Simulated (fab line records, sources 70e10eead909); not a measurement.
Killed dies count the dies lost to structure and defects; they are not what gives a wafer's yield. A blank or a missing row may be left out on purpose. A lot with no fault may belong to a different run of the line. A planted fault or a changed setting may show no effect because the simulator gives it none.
Which tool was responsible? || flow nand_harc || 24 lots, 72 wafers sampled, at 3 steps of a route of 1302

## WHAT THE GAUGES SHOWED, per wafer
NHARC_P_M0_CD_MEAS_09: target cd 90 nm. Usual: cd_nm reads 89.9 nm (standard deviation 0.77).
{"lot": "L074", "measured": "day 6 02:34", "on": "cd_sem-03", "cd_nm (nm)": "90.6 89.7 90.4", "flag": ""}
{"lot": "L075", "measured": "day 6 09:13", "on": "cd_sem-01", "cd_nm (nm)": "90.2 88.7 89.0", "flag": ""}
{"lot": "L076", "measured": "day 6 18:20", "on": "cd_sem-01", "cd_nm (nm)": "89.6 89.5 89.6", "flag": ""}
{"lot": "L077", "measured": "day 7 07:53", "on": "cd_sem-02", "cd_nm (nm)": "90.0 88.8 89.2", "flag": ""}
{"lot": "L078", "measured": "day 7 15:47", "on": "cd_sem-02", "cd_nm (nm)": "89.5 89.3 88.6", "flag": ""}
{"lot": "L079", "measured": "day 8 06:40", "on": "cd_sem-02", "cd_nm (nm)": "89.7 91.3 90.7", "flag": ""}
{"lot": "L080", "measured": "day 8 16:04", "on": "cd_sem-01", "cd_nm (nm)": "88.5 88.6 89.4", "flag": ""}
{"lot": "L081", "measured": "day 8 20:34", "on": "cd_sem-02", "cd_nm (nm)": "91.1 91.6 90.0", "flag": ""}
{"lot": "L082", "measured": "day 9 19:56", "on": "cd_sem-01", "cd_nm (nm)": "89.0 90.1 89.8", "flag": ""}
{"lot": "L083", "measured": "day 9 23:58", "on": "cd_sem-01", "cd_nm (nm)": "89.9 90.3 89.8", "flag": ""}
{"lot": "L084", "measured": "day 10 08:25", "on": "cd_sem-01", "cd_nm (nm)": "91.6 89.6 89.9", "flag": ""}
{"lot": "L085", "measured": "day 10 12:53", "on": "cd_sem-01", "cd_nm (nm)": "89.4 89.5 88.7", "flag": ""}
{"lot": "L086", "measured": "day 10 21:43", "on": "cd_sem-03", "cd_nm (nm)": "90.3 91.0 90.8", "flag": ""}
{"lot": "L087", "measured": "day 12 02:04", "on": "cd_sem-02", "cd_nm (nm)": "89.9 90.3 90.6", "flag": ""}
{"lot": "L089", "measured": "day 12 02:19", "on": "cd_sem-03", "cd_nm (nm)": "90.1 90.6 89.9", "flag": ""}
{"lot": "L088", "measured": "day 12 03:09", "on": "cd_sem-02", "cd_nm (nm)": "90.2 90.2 90.9", "flag": ""}
{"lot": "L090", "measured": "day 12 17:52", "on": "cd_sem-01", "cd_nm (nm)": "89.2 90.2 89.7", "flag": ""}
{"lot": "L091", "measured": "day 13 02:47", "on": "cd_sem-03", "cd_nm (nm)": "89.9 91.6 90.0", "flag": ""}
{"lot": "L092", "measured": "day 13 22:24", "on": "cd_sem-01", "cd_nm (nm)": "89.2 88.6 89.7", "flag": ""}
{"lot": "L093", "measured": "day 14 01:56", "on": "cd_sem-01", "cd_nm (nm)": "89.7 90.3 89.8", "flag": ""}
{"lot": "L094", "measured": "day 14 08:01", "on": "cd_sem-02", "cd_nm (nm)": "89.6 90.4 89.7", "flag": ""}
{"lot": "L095", "measured": "day 15 01:29", "on": "cd_sem-03", "cd_nm (nm)": "90.5 91.1 91.9", "flag": ""}
{"lot": "L096", "measured": "day 15 01:38", "on": "cd_sem-01", "cd_nm (nm)": "89.3 89.1 89.2", "flag": ""}
{"lot": "L097", "measured": "day 15 17:11", "on": "cd_sem-03", "cd_nm (nm)": "88.6 89.6 89.2", "flag": ""}

## TOOL THAT RAN EACH LOT (tool first, then ch and the chambers of the sampled wafers, then the start)
{"lot": "L074", "NHARC_P_GATE_STRIP_75": "plasma_asher-02 ch 0,1, day 5 14:42", "NHARC_P_GATE_RTA_82": "rtp_anneal-01 ch 0, day 5 20:16"}
{"lot": "L075", "NHARC_P_GATE_STRIP_75": "plasma_asher-02 ch 0,1, day 5 21:42", "NHARC_P_GATE_RTA_82": "rtp_anneal-02 ch 0, day 6 03:07"}
{"lot": "L076", "NHARC_P_GATE_STRIP_75": "plasma_asher-01 ch 0,1, day 6 06:52", "NHARC_P_GATE_RTA_82": "rtp_anneal-02 ch 0, day 6 12:28"}
{"lot": "L077", "NHARC_P_GATE_STRIP_75": "plasma_asher-02 ch 0,1, day 6 20:33", "NHARC_P_GATE_RTA_82": "rtp_anneal-01 ch 0, day 7 02:01"}
{"lot": "L078", "NHARC_P_GATE_STRIP_75": "plasma_asher-01 ch 0,1, day 7 04:07", "NHARC_P_GATE_RTA_82": "rtp_anneal-01 ch 0, day 7 09:43"}
{"lot": "L079", "NHARC_P_GATE_STRIP_75": "plasma_asher-01 ch 0,1, day 7 19:00", "NHARC_P_GATE_RTA_82": "rtp_anneal-02 ch 0, day 8 00:41"}
{"lot": "L080", "NHARC_P_GATE_STRIP_75": "plasma_asher-02 ch 0,1, day 8 04:28", "NHARC_P_GATE_RTA_82": "rtp_anneal-02 ch 0, day 8 10:01"}
{"lot": "L081", "NHARC_P_GATE_STRIP_75": "plasma_asher-01 ch 1, day 8 08:51", "NHARC_P_GATE_RTA_82": "rtp_anneal-02 ch 0, day 8 14:13"}
{"lot": "L082", "NHARC_P_GATE_STRIP_75": "plasma_asher-02 ch 0,1, day 9 08:32", "NHARC_P_GATE_RTA_82": "rtp_anneal-02 ch 0, day 9 13:55"}
{"lot": "L083", "NHARC_P_GATE_STRIP_75": "plasma_asher-02 ch 0,1, day 9 12:27", "NHARC_P_GATE_RTA_82": "rtp_anneal-02 ch 0, day 9 17:53"}
{"lot": "L084", "NHARC_P_GATE_STRIP_75": "plasma_asher-02 ch 0,1, day 9 20:51", "NHARC_P_GATE_RTA_82": "rtp_anneal-01 ch 0, day 10 02:33"}
{"lot": "L085", "NHARC_P_GATE_STRIP_75": "plasma_asher-01 ch 0,1, day 10 01:17", "NHARC_P_GATE_RTA_82": "rtp_anneal-01 ch 0, day 10 06:53"}
{"lot": "L086", "NHARC_P_GATE_STRIP_75": "plasma_asher-02 ch 0,1, day 10 10:22", "NHARC_P_GATE_RTA_82": "rtp_anneal-01 ch 0, day 10 15:47"}
{"lot": "L087", "NHARC_P_GATE_STRIP_75": "plasma_asher-01 ch 1, day 11 13:16", "NHARC_P_GATE_RTA_82": "rtp_anneal-02 ch 0, day 11 20:04"}
{"lot": "L089", "NHARC_P_GATE_STRIP_75": "plasma_asher-01 ch 0,1, day 11 13:55", "NHARC_P_GATE_RTA_82": "rtp_anneal-01 ch 0, day 11 20:20"}
{"lot": "L088", "NHARC_P_GATE_STRIP_75": "plasma_asher-01 ch 0,1, day 11 14:16", "NHARC_P_GATE_RTA_82": "rtp_anneal-02 ch 0, day 11 21:25"}
{"lot": "L090", "NHARC_P_GATE_STRIP_75": "plasma_asher-01 ch 1, day 12 06:35", "NHARC_P_GATE_RTA_82": "rtp_anneal-02 ch 0, day 12 12:10"}
{"lot": "L091", "NHARC_P_GATE_STRIP_75": "plasma_asher-01 ch 0,1, day 12 15:26", "NHARC_P_GATE_RTA_82": "rtp_anneal-01 ch 0, day 12 20:48"}
{"lot": "L092", "NHARC_P_GATE_STRIP_75": "plasma_asher-01 ch 0,1, day 13 11:11", "NHARC_P_GATE_RTA_82": "rtp_anneal-02 ch 0, day 13 16:26"}
{"lot": "L093", "NHARC_P_GATE_STRIP_75": "plasma_asher-01 ch 0,1, day 13 14:36", "NHARC_P_GATE_RTA_82": "rtp_anneal-01 ch 0, day 13 20:17"}
{"lot": "L094", "NHARC_P_GATE_STRIP_75": "plasma_asher-02 ch 0,1, day 13 20:44", "NHARC_P_GATE_RTA_82": "rtp_anneal-02 ch 0, day 14 02:01"}
{"lot": "L095", "NHARC_P_GATE_STRIP_75": "plasma_asher-02 ch 0,1, day 14 13:28", "NHARC_P_GATE_RTA_82": "rtp_anneal-02 ch 0, day 14 19:00"}
{"lot": "L096", "NHARC_P_GATE_STRIP_75": "plasma_asher-01 ch 0,1, day 14 13:46", "NHARC_P_GATE_RTA_82": "rtp_anneal-01 ch 0, day 14 19:19"}
{"lot": "L097", "NHARC_P_GATE_STRIP_75": "plasma_asher-01 ch 0,1, day 15 05:50", "NHARC_P_GATE_RTA_82": "rtp_anneal-02 ch 0, day 15 11:15"}
- NHARC_P_GATE_STRIP_75: strips in O2.
- NHARC_P_GATE_RTA_82: time 30 s.

## AS READ BY THE TOOLS THEMSELVES (means over the sampled wafers that have a number; for cases with no such wafer, the mark the record gives instead)
NHARC_P_GATE_STRIP_75. Usual: drypump_motor_current_A 5.5 A, standard deviation 0.52; heater_power_w 347 W, standard deviation 16.
{"lot": "L074", "tool": "plasma_asher-02", "drypump_motor_current_A (A)": 4.9, "heater_power_w (W)": 347, "flag": ""}
{"lot": "L075", "tool": "plasma_asher-02", "drypump_motor_current_A (A)": 4.9, "heater_power_w (W)": 350, "flag": ""}
{"lot": "L076", "tool": "plasma_asher-01", "drypump_motor_current_A (A)": 6.1, "heater_power_w (W)": 349, "flag": ""}
{"lot": "L077", "tool": "plasma_asher-02", "drypump_motor_current_A (A)": 4.9, "heater_power_w (W)": 346, "flag": ""}
{"lot": "L078", "tool": "plasma_asher-01", "drypump_motor_current_A (A)": 5.8, "heater_power_w (W)": 340, "flag": ""}
{"lot": "L079", "tool": "plasma_asher-01", "drypump_motor_current_A (A)": 5.9, "heater_power_w (W)": 347, "flag": ""}
{"lot": "L080", "tool": "plasma_asher-02", "drypump_motor_current_A (A)": 5.1, "heater_power_w (W)": 332, "flag": ""}
{"lot": "L081", "tool": "plasma_asher-01", "drypump_motor_current_A (A)": 6.2, "heater_power_w (W)": 360, "flag": ""}
{"lot": "L082", "tool": "plasma_asher-02", "drypump_motor_current_A (A)": 4.9, "heater_power_w (W)": 347, "flag": ""}
{"lot": "L083", "tool": "plasma_asher-02", "drypump_motor_current_A (A)": 4.9, "heater_power_w (W)": 345, "flag": ""}
{"lot": "L084", "tool": "plasma_asher-02", "drypump_motor_current_A (A)": 4.9, "heater_power_w (W)": 349, "flag": ""}
{"lot": "L085", "tool": "plasma_asher-01", "drypump_motor_current_A (A)": 6.0, "heater_power_w (W)": 356, "flag": ""}
{"lot": "L086", "tool": "plasma_asher-02", "drypump_motor_current_A (A)": 5.1, "heater_power_w (W)": 337, "flag": ""}
{"lot": "L087", "tool": "plasma_asher-01", "drypump_motor_current_A (A)": 6.2, "heater_power_w (W)": 367, "flag": ""}
{"lot": "L089", "tool": "plasma_asher-01", "drypump_motor_current_A (A)": 6.0, "heater_power_w (W)": 358, "flag": ""}
{"lot": "L088", "tool": "plasma_asher-01", "drypump_motor_current_A (A)": 5.8, "heater_power_w (W)": 347, "flag": ""}
{"lot": "L090", "tool": "plasma_asher-01", "drypump_motor_current_A (A)": 6.2, "heater_power_w (W)": 368, "flag": ""}
{"lot": "L091", "tool": "plasma_asher-01", "drypump_motor_current_A (A)": 5.9, "heater_power_w (W)": 342, "flag": ""}
{"lot": "L092", "tool": "plasma_asher-01", "drypump_motor_current_A (A)": 5.9, "heater_power_w (W)": 352, "flag": ""}
{"lot": "L093", "tool": "plasma_asher-01", "drypump_motor_current_A (A)": 5.9, "heater_power_w (W)": 343, "flag": ""}
{"lot": "L094", "tool": "plasma_asher-02", "drypump_motor_current_A (A)": 4.9, "heater_power_w (W)": 352, "flag": ""}
{"lot": "L095", "tool": "plasma_asher-02", "drypump_motor_current_A (A)": 5.1, "heater_power_w (W)": 350, "flag": ""}
{"lot": "L096", "tool": "plasma_asher-01", "drypump_motor_current_A (A)": 5.8, "heater_power_w (W)": 343, "flag": ""}
{"lot": "L097", "tool": "plasma_asher-01", "drypump_motor_current_A (A)": 6.0, "heater_power_w (W)": 359, "flag": ""}

NHARC_P_GATE_RTA_82. Usual: lamp_power_pct 3.73 %, standard deviation 0.14; lamp_zone_5_pct 3.75 %, standard deviation 0.14; wafer_temp_C_max 452.9, standard deviation 0.55.
{"lot": "L074", "tool": "rtp_anneal-01", "lamp_power_pct (%)": 3.90, "lamp_zone_5_pct (%)": 3.92, "wafer_temp_C_max": 453.0, "flag": ""}
{"lot": "L075", "tool": "rtp_anneal-02", "lamp_power_pct (%)": 3.61, "lamp_zone_5_pct (%)": 3.63, "wafer_temp_C_max": 452.9, "flag": ""}
{"lot": "L076", "tool": "rtp_anneal-02", "lamp_power_pct (%)": 3.61, "lamp_zone_5_pct (%)": 3.63, "wafer_temp_C_max": 453.1, "flag": ""}
{"lot": "L077", "tool": "rtp_anneal-01", "lamp_power_pct (%)": 3.90, "lamp_zone_5_pct (%)": 3.91, "wafer_temp_C_max": 452.6, "flag": ""}
{"lot": "L078", "tool": "rtp_anneal-01", "lamp_power_pct (%)": 3.90, "lamp_zone_5_pct (%)": 3.92, "wafer_temp_C_max": 452.9, "flag": ""}
{"lot": "L079", "tool": "rtp_anneal-02", "lamp_power_pct (%)": 3.61, "lamp_zone_5_pct (%)": 3.62, "wafer_temp_C_max": 452.4, "flag": ""}
{"lot": "L080", "tool": "rtp_anneal-02", "lamp_power_pct (%)": 3.61, "lamp_zone_5_pct (%)": 3.62, "wafer_temp_C_max": 452.5, "flag": ""}
{"lot": "L081", "tool": "rtp_anneal-02", "lamp_power_pct (%)": 3.61, "lamp_zone_5_pct (%)": 3.62, "wafer_temp_C_max": 453.5, "flag": ""}
{"lot": "L082", "tool": "rtp_anneal-02", "lamp_power_pct (%)": 3.61, "lamp_zone_5_pct (%)": 3.63, "wafer_temp_C_max": 453.6, "flag": ""}
{"lot": "L083", "tool": "rtp_anneal-02", "lamp_power_pct (%)": 3.61, "lamp_zone_5_pct (%)": 3.63, "wafer_temp_C_max": 453.4, "flag": ""}
{"lot": "L084", "tool": "rtp_anneal-01", "lamp_power_pct (%)": 3.90, "lamp_zone_5_pct (%)": 3.92, "wafer_temp_C_max": 453.2, "flag": ""}
{"lot": "L085", "tool": "rtp_anneal-01", "lamp_power_pct (%)": 3.90, "lamp_zone_5_pct (%)": 3.92, "wafer_temp_C_max": 452.9, "flag": ""}
{"lot": "L086", "tool": "rtp_anneal-01", "lamp_power_pct (%)": 3.90, "lamp_zone_5_pct (%)": 3.92, "wafer_temp_C_max": 452.9, "flag": ""}
{"lot": "L087", "tool": "rtp_anneal-02", "lamp_power_pct (%)": 3.61, "lamp_zone_5_pct (%)": 3.62, "wafer_temp_C_max": 452.2, "flag": ""}
{"lot": "L089", "tool": "rtp_anneal-01", "lamp_power_pct (%)": 3.90, "lamp_zone_5_pct (%)": 3.92, "wafer_temp_C_max": 453.1, "flag": ""}
{"lot": "L088", "tool": "rtp_anneal-02", "lamp_power_pct (%)": 3.60, "lamp_zone_5_pct (%)": 3.62, "wafer_temp_C_max": 452.7, "flag": ""}
{"lot": "L090", "tool": "rtp_anneal-02", "lamp_power_pct (%)": 3.61, "lamp_zone_5_pct (%)": 3.63, "wafer_temp_C_max": 453.4, "flag": ""}
{"lot": "L091", "tool": "rtp_anneal-01", "lamp_power_pct (%)": 3.90, "lamp_zone_5_pct (%)": 3.92, "wafer_temp_C_max": 452.9, "flag": ""}
{"lot": "L092", "tool": "rtp_anneal-02", "lamp_power_pct (%)": 3.61, "lamp_zone_5_pct (%)": 3.62, "wafer_temp_C_max": 452.6, "flag": ""}
{"lot": "L093", "tool": "rtp_anneal-01", "lamp_power_pct (%)": 3.90, "lamp_zone_5_pct (%)": 3.92, "wafer_temp_C_max": 452.5, "flag": ""}
{"lot": "L094", "tool": "rtp_anneal-02", "lamp_power_pct (%)": 3.61, "lamp_zone_5_pct (%)": 3.62, "wafer_temp_C_max": 453.2, "flag": ""}
{"lot": "L095", "tool": "rtp_anneal-02", "lamp_power_pct (%)": 3.61, "lamp_zone_5_pct (%)": 3.63, "wafer_temp_C_max": 453.0, "flag": ""}
{"lot": "L096", "tool": "rtp_anneal-01", "lamp_power_pct (%)": 3.90, "lamp_zone_5_pct (%)": 3.92, "wafer_temp_C_max": 452.4, "flag": ""}
{"lot": "L097", "tool": "rtp_anneal-02", "lamp_power_pct (%)": 3.61, "lamp_zone_5_pct (%)": 3.63, "wafer_temp_C_max": 453.2, "flag": ""}

## THE ANSWER, worked out from the rows above alone
Rule: lot off if the mean of its wafers having a number is beyond 3 standard deviations from the usual mean. Also off: a lot with no number at a reading for which 4 or more lots have one. Where the step has rows for the other lots, those lots are counted as sound. Order of review: gauges by route order, followed by the tools' own readings, for which a lot's mean as printed above is used. The first step at which some lot is off is used, and at that step the reading that is off furthest; a lot without a number counts as furthest.
No lot is off at any reading shown: from this, nothing can be told.

## WHAT WAS PUT IN BY THE SIMULATOR
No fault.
